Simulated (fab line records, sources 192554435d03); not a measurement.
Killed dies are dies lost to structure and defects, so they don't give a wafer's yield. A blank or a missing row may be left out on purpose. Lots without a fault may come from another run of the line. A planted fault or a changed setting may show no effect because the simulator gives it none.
Which tool did it? | flow n5_finfet | 10 lots, 30 wafers sampled, at 5 steps of a route of 1938

WHAT THE GAUGES READ, wafer by wafer
N5_HKMG_FIN_INSPECT_14: inspects for defects (macro). Usual: raw_defect_count 2.1, standard deviation 1.6.
lot  | measured    | on                | raw_defect_count | flag
L458 | day 4 03:50 | defect_inspect-02 | 0 3 2            |
L459 | day 4 09:34 | defect_inspect-02 | 4 2 0            |
L460 | day 4 13:30 | defect_inspect-01 | 6 1 2            |
L461 | day 4 20:46 | defect_inspect-01 | 3 3 0            |
L466 | day 6 03:40 | defect_inspect-02 | 3 1 1            |
L468 | day 6 17:05 | defect_inspect-01 | 4 0 3            |
L470 | day 7 04:31 | defect_inspect-02 | 0 2 6            |
L472 | day 7 15:59 | defect_inspect-02 | 1 2 4            |
L478 | day 9 10:01 | defect_inspect-01 | 2 1 4            |
L479 | day 9 10:05 | defect_inspect-02 | 0 1 0            |

N5_BEOL_M4_RC_MEAS_101. Usual: DIBL_N 35.8 mV/V, standard deviation 1.5; DIBL_P 35.9 mV/V, standard deviation 1.8; IOFF_N 0.152 nA/um, standard deviation 0.025; IOFF_P 0.21 nA/um, standard deviation 0.031; ION_N 672 uA/um, standard deviation 11; ION_P 462 uA/um, standard deviation 7.4; SS_N 71.5 mV/dec, standard deviation 0.52; SS_P 73.2 mV/dec, standard deviation 0.54; VT_N 250 mV, standard deviation 3; VT_P -250 mV, standard deviation 3.3.
lot  | measured     | on        | DIBL_N (mV/V)  | DIBL_P (mV/V)  | IOFF_N (nA/um)    | IOFF_P (nA/um) | ION_N (uA/um) | ION_P (uA/um) | SS_N (mV/dec)  | SS_P (mV/dec)  | VT_N (mV)   | VT_P (mV)      | flag
L458 | day 8 04:01  | prober-02 | 37.7 35.8 35.6 | 37.6 35.2 36.1 | 0.168 0.146 0.145 | 0.25 0.20 0.22 | 681 669 672   | 470 463 472   | 71.9 71.5 71.4 | 73.4 73.2 72.5 | 250 250 251 | -247 -248 -248 |
L459 | day 7 22:11  | prober-01 | 35.7 38.0 37.1 | 36.5 38.4 37.1 | 0.146 0.192 0.176 | 0.19 0.21 0.20 | 670 672 682   | 454 457 455   | 72.9 73.0 72.7 | 72.9 73.7 73.0 | 251 250 251 | -253 -249 -249 |
L460 | day 8 10:56  | prober-02 | 37.5 38.5 35.5 | 36.4 38.3 34.8 | 0.161 0.195 0.131 | 0.23 0.27 0.20 | 675 690 665   | 467 474 465   | 71.4 72.0 71.7 | 73.3 73.9 73.3 | 249 244 251 | -247 -245 -248 |
L461 | day 8 10:41  | prober-01 | 34.4 37.0 36.8 | 31.2 34.5 34.3 | 0.096 0.137 0.137 | 0.13 0.18 0.18 | 655 672 669   | 449 458 458   | 70.5 71.1 71.2 | 72.3 73.2 73.1 | 261 253 251 | -260 -254 -255 |
L466 | day 9 23:37  | prober-02 | 38.0 34.6 36.3 | 38.8 34.5 36.1 | 0.173 0.115 0.146 | 0.22 0.15 0.18 | 679 652 669   | 455 449 463   | 71.7 71.6 71.1 | 73.2 72.3 72.7 | 249 256 252 | -252 -255 -253 |
L468 | day 10 23:31 | prober-01 | 37.8 37.7 37.9 | 35.5 35.1 34.9 | 0.148 0.151 0.149 | 0.21 0.21 0.20 | 669 666 662   | 458 459 451   | 71.3 72.1 72.2 | 73.0 72.7 73.3 | 250 253 255 | -247 -249 -250 |
L470 | day 10 20:46 | prober-01 | 37.1 34.2 35.5 | 37.8 34.8 36.5 | 0.177 0.128 0.145 | 0.23 0.18 0.20 | 667 677 672   | 458 467 459   | 71.3 71.8 71.3 | 74.7 73.7 74.1 | 248 252 251 | -248 -250 -253 |
L472 | day 11 06:28 | prober-01 | 35.0 35.6 35.9 | 34.8 35.4 36.6 | 0.141 0.143 0.164 | 0.19 0.20 0.22 | 677 667 678   | 463 464 466   | 71.7 71.7 71.9 | 72.9 73.0 73.7 | 249 253 248 | -253 -251 -249 |
L478 | day 13 01:29 | prober-01 | 34.0 33.5 34.8 | 34.4 34.2 36.0 | 0.141 0.127 0.159 | 0.21 0.20 0.24 | 664 648 689   | 463 457 473   | 72.0 70.8 71.4 | 73.1 72.4 73.4 | 252 253 249 | -247 -247 -246 |
L479 | day 13 12:31 | prober-02 | 33.7 33.9 34.5 | 34.6 34.2 34.7 | 0.135 0.133 0.145 | 0.20 0.19 0.20 | 662 664 653   | 465 455 455   | 71.3 71.8 71.4 | 72.6 73.0 73.2 | 251 253 254 | -249 -251 -252 |

WHICH TOOL RAN EACH LOT (tool, then ch and the chambers of the sampled wafers, then the start)
lot  | N5_HKMG_FIN_ETCH_54               | N5_HKMG_FIN_STRIP_60                | N5_HKMG_FIN_COAT_30
L458 | rie_diel-02 ch 1,2,3, day 4 00:24 | plasma_asher-02 ch 0,1, day 4 01:14 | litho_track-04 ch 0, day 4 03:25
L459 | rie_diel-04 ch 1,2,3, day 4 06:17 | plasma_asher-01 ch 1, day 4 07:08   | litho_track-04 ch 0, day 4 09:16
L460 | rie_diel-03 ch 2,3, day 4 10:01   | plasma_asher-01 ch 0,1, day 4 10:51 | litho_track-04 ch 0, day 4 13:05
L461 | rie_diel-03 ch 0,1, day 4 17:27   | plasma_asher-02 ch 1, day 4 18:18   | litho_track-02 ch 0, day 4 20:21
L466 | rie_diel-02 ch 1,2,3, day 6 00:19 | plasma_asher-02 ch 0,1, day 6 01:11 | litho_track-04 ch 0, day 6 03:23
L468 | rie_diel-03 ch 0,2,3, day 6 13:46 | plasma_asher-01 ch 0,1, day 6 14:44 | litho_track-04 ch 0, day 6 16:40
L470 | rie_diel-04 ch 1,3, day 7 01:02   | plasma_asher-01 ch 0,1, day 7 01:53 | litho_track-04 ch 0, day 7 04:06
L472 | rie_diel-02 ch 0,2,3, day 7 12:39 | plasma_asher-01 ch 0,1, day 7 13:30 | litho_track-02 ch 0, day 7 15:34
L478 | rie_diel-02 ch 1,2, day 9 06:31   | plasma_asher-01 ch 0,1, day 9 07:29 | litho_track-02 ch 0, day 9 09:35
L479 | rie_diel-04 ch 1,2, day 9 06:55   | plasma_asher-01 ch 0,1, day 9 07:46 | litho_track-02 ch 0, day 9 09:48
- N5_HKMG_FIN_ETCH_54: etches SiARC in CF4, target depth 45.5 nm, time 75.8 s.
- N5_HKMG_FIN_STRIP_60: strips in N2/H2, time 360 s.
- N5_HKMG_FIN_COAT_30: time 60 s, resist thk 35 nm.

WHAT THE TOOLS THEMSELVES READ (means of the sampled wafers that have a number; where no wafer has one, the mark that the record gives instead)
N5_HKMG_FIN_ETCH_54. Usual: cf4_flow_sccm 99.98 sccm, standard deviation 0.28; drypump_motor_current_A 5.5 A, standard deviation 0.48; etch_rf_on_time_s 75.6 s, standard deviation 1.3; oes_product_au 0.69 a.u., standard deviation 0.09; rf_fwd_power_W 540.2 W, standard deviation 2; rf_vpp_V 184.0 V, standard deviation 1.2; showerhead_plenum_p_Torr 2.13 Torr, standard deviation 0.075; throttle_valve_pct 15.6 %, standard deviation 0.31.
lot  | tool        | cf4_flow_sccm (sccm) | drypump_motor_current_A (A) | etch_rf_on_time_s (s) | oes_product_au (a.u.) | rf_fwd_power_W (W) | rf_vpp_V (V) | showerhead_plenum_p_Torr (Torr) | throttle_valve_pct (%) | flag
L458 | rie_diel-02 | 100.13               | 5.6                         | 76.5                  | 0.66                  | 539.1              | 183.3        | 2.08                            | 15.5                   |
L459 | rie_diel-04 | 99.82                | 5.8                         | 75.4                  | 0.62                  | 538.7              | 185.6        | 2.14                            | 15.7                   |
L460 | rie_diel-03 | 99.86                | 5.4                         | 75.8                  | 0.65                  | 540.4              | 184.8        | 2.21                            | 15.7                   |
L461 | rie_diel-03 | 99.95                | 5.6                         | 75.7                  | 0.77                  | 540.1              | 183.6        | 2.10                            | 15.4                   |
L466 | rie_diel-02 | 100.08               | 5.6                         | 75.3                  | 0.73                  | 539.3              | 184.5        | 2.15                            | 15.3                   |
L468 | rie_diel-03 | 99.85                | 5.7                         | 75.2                  | 0.68                  | 539.9              | 183.7        | 2.15                            | 15.7                   |
L470 | rie_diel-04 | 100.23               | 6.1                         | 77.0                  | 0.60                  | 538.9              | 183.2        | 2.14                            | 15.8                   |
L472 | rie_diel-02 | 100.40               | 5.2                         | 74.7                  | 0.72                  | 540.1              | 184.4        | 2.13                            | 15.6                   |
L478 | rie_diel-02 | 100.13               | 6.0                         | 74.8                  | 0.78                  | 538.2              | 184.4        | 2.09                            | 15.1                   |
L479 | rie_diel-04 | 100.11               | 5.4                         | 74.7                  | 0.74                  | 541.7              | 183.8        | 2.13                            | 15.5                   |

N5_HKMG_FIN_STRIP_60. Usual: drypump_motor_current_A 5.6 A, standard deviation 0.44; heater_power_w 527 W, standard deviation 33.
lot  | tool            | drypump_motor_current_A (A) | heater_power_w (W) | flag
L458 | plasma_asher-02 | 5.6                         | 525                |
L459 | plasma_asher-01 | 6.1                         | 568                |
L460 | plasma_asher-01 | 5.4                         | 520                |
L461 | plasma_asher-02 | 5.4                         | 515                |
L466 | plasma_asher-02 | 5.5                         | 506                |
L468 | plasma_asher-01 | 5.8                         | 551                |
L470 | plasma_asher-01 | 5.8                         | 543                |
L472 | plasma_asher-01 | 5.8                         | 547                |
L478 | plasma_asher-01 | 5.8                         | 547                |
L479 | plasma_asher-01 | 5.4                         | 522                |

N5_HKMG_FIN_COAT_30. Usual: exhaust_pa 45.1 Pa, standard deviation 0.9; plate_temp_C 219.98 C, standard deviation 0.16; spin_speed_rpm 1499.9 rpm, standard deviation 0.84.
lot  | tool           | exhaust_pa (Pa) | plate_temp_C (C) | spin_speed_rpm (rpm) | flag
L458 | litho_track-04 | 45.7            | 220.14           | 1498.9               |
L459 | litho_track-04 | 45.0            | 219.89           | 1499.2               |
L460 | litho_track-04 | 45.9            | 220.19           | 1499.4               |
L461 | litho_track-02 | 45.5            | 220.19           | 1500.3               |
L466 | litho_track-04 | 44.0            | 219.93           | 1457.2               | OFF
L468 | litho_track-04 | 45.3            | 220.00           | 1459.2               | OFF
L470 | litho_track-04 | 44.9            | 220.00           | 1458.0               | OFF
L472 | litho_track-02 | 46.2            | 219.96           | 1500.8               |
L478 | litho_track-02 | 44.0            | 219.98           | 1499.8               |
L479 | litho_track-02 | 44.6            | 220.08           | 1499.9               |

THE ANSWER, worked out from the rows above alone
Rule: a lot is off if the mean of its wafers that have a number lies more than 3 standard deviations from the usual mean. A lot without any number at a reading at which 4 lots or more have one is off too. The other lots that the step has rows for count as sound. The gauges are gone through in route order, then the tools' own readings, and for those a lot's mean is taken as printed above. The first step at which some lot is off is used, and at that step the reading that is off furthest; a lot without a number counts as furthest.
Off: L466, L468, L470, at N5_HKMG_FIN_COAT_30 (spin_speed_rpm).
A tool fits if, at that step or a process step before it, it ran every lot that is off, and no sound lot after the first of them. One fits: litho_track-04 at N5_HKMG_FIN_COAT_30. Its last sound lot is L460 (day 4 13:05), its first lot that is off L466 (day 6 03:23): a fault that began between those two fits.
The tool's own readings at N5_HKMG_FIN_COAT_30 bear it out: on the lots that are off they differ by more than 5 times the standard deviation of the sound lots' means. spin_speed_rpm reads 1458.1 rpm there against 1499.8 rpm on the sound lots.

WHAT THE SIMULATOR HAD PUT IN
Process parameter drift: litho_track-04, from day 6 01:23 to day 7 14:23, at N5_HKMG_FIN_COAT_30. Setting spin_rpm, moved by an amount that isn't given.
Lots struck among those shown: L466, L468, L470. The rule above found the same.
